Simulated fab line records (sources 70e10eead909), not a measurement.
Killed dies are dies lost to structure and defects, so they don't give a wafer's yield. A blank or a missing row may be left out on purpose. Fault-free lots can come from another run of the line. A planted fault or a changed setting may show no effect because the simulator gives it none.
Chamber matching || flow nand-harc || NHARC_THIN_TSV_PRECLEAN_41 on wet-bench-08: 7 sister chambers
The step cleans in SC1. 16 wafers are shown with their chamber, then 7 later ones without.

## EACH WAFER AND ITS CHAMBER
{"wafer": "L546.1", "chamber": 4, "bath-guard-temp-C (C)": 50.5}
{"wafer": "L546.5", "chamber": 6, "bath-guard-temp-C (C)": 49.2}
{"wafer": "L546.6", "chamber": 2, "bath-guard-temp-C (C)": 49.7}
{"wafer": "L545.2", "chamber": 5, "bath-guard-temp-C (C)": 49.5}
{"wafer": "L545.3", "chamber": 4, "bath-guard-temp-C (C)": 50.3}
{"wafer": "L545.6", "chamber": 1, "bath-guard-temp-C (C)": 49.9}
{"wafer": "L550.3", "chamber": 4, "bath-guard-temp-C (C)": 50.5}
{"wafer": "L550.4", "chamber": 1, "bath-guard-temp-C (C)": 49.6}
{"wafer": "L550.6", "chamber": 2, "bath-guard-temp-C (C)": 49.5}
{"wafer": "L553.1", "chamber": 6, "bath-guard-temp-C (C)": 49.6}
{"wafer": "L553.2", "chamber": 0, "bath-guard-temp-C (C)": 50.7}
{"wafer": "L553.5", "chamber": 5, "bath-guard-temp-C (C)": 49.8}
{"wafer": "L554.3", "chamber": 4, "bath-guard-temp-C (C)": 50.6}
{"wafer": "L554.5", "chamber": 0, "bath-guard-temp-C (C)": 50.6}
{"wafer": "L554.6", "chamber": 7, "bath-guard-temp-C (C)": 50.6}
{"wafer": "L558.2", "chamber": 6, "bath-guard-temp-C (C)": 49.5}

SIGNATURES, as means of the wafers listed above
{"reading": "bath-guard-temp-C", "chamber 0": 50.650, "chamber 1": 49.750, "chamber 2": 49.600, "chamber 4": 50.475, "chamber 5": 49.650, "chamber 6": 49.433, "chamber 7": 50.600, "scatter within a chamber": 0.166}
Rule: for each reading, subtract the chamber's mean from the wafer's reading, divide by that reading's scatter and square the result; add these up over the readings and take the root, which gives the wafer's distance from the chamber. If the next closest chamber is less than 2 further off than the closest, the wafer can't be placed; otherwise it belongs to the closest. The scatter is the square root of a quotient: the sum, over the shown wafers, of each reading's squared deviation from its chamber's mean, divided by wafers minus chambers.

## WAFERS WITH NO CHAMBER GIVEN
{"wafer": "L558.3", "bath-guard-temp-C (C)": 50.2}
{"wafer": "L558.4", "bath-guard-temp-C (C)": 49.0}
{"wafer": "L562.1", "bath-guard-temp-C (C)": 50.2}
{"wafer": "L562.2", "bath-guard-temp-C (C)": 49.3}
{"wafer": "L562.5", "bath-guard-temp-C (C)": 49.1}
{"wafer": "L564.4", "bath-guard-temp-C (C)": 49.4}
{"wafer": "L564.6", "bath-guard-temp-C (C)": 49.6}

## EACH ONE'S CHAMBER
{"wafer": "L558.3", "from the rows above": "can't be placed: 4 or 7 or 0 or 1 or 5 or 2", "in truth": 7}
{"wafer": "L558.4", "from the rows above": "can't be placed: 6 or 2 or 5 or 1", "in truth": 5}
{"wafer": "L562.1", "from the rows above": "can't be placed: 4 or 7 or 0 or 1 or 5 or 2", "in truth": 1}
{"wafer": "L562.2", "from the rows above": "can't be placed: 6 or 2 or 5 or 1", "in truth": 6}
{"wafer": "L562.5", "from the rows above": "can't be placed: 6 or 2 or 5 or 1", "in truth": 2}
{"wafer": "L564.4", "from the rows above": "can't be placed: 6 or 2 or 5 or 1", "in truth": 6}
{"wafer": "L564.6", "from the rows above": "can't be placed: 2 or 5 or 1 or 6", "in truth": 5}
Placed correctly: 0 of 7. Not placeable from these rows: 7 (in 7, the candidates include the true chamber). Placed wrongly: 0.
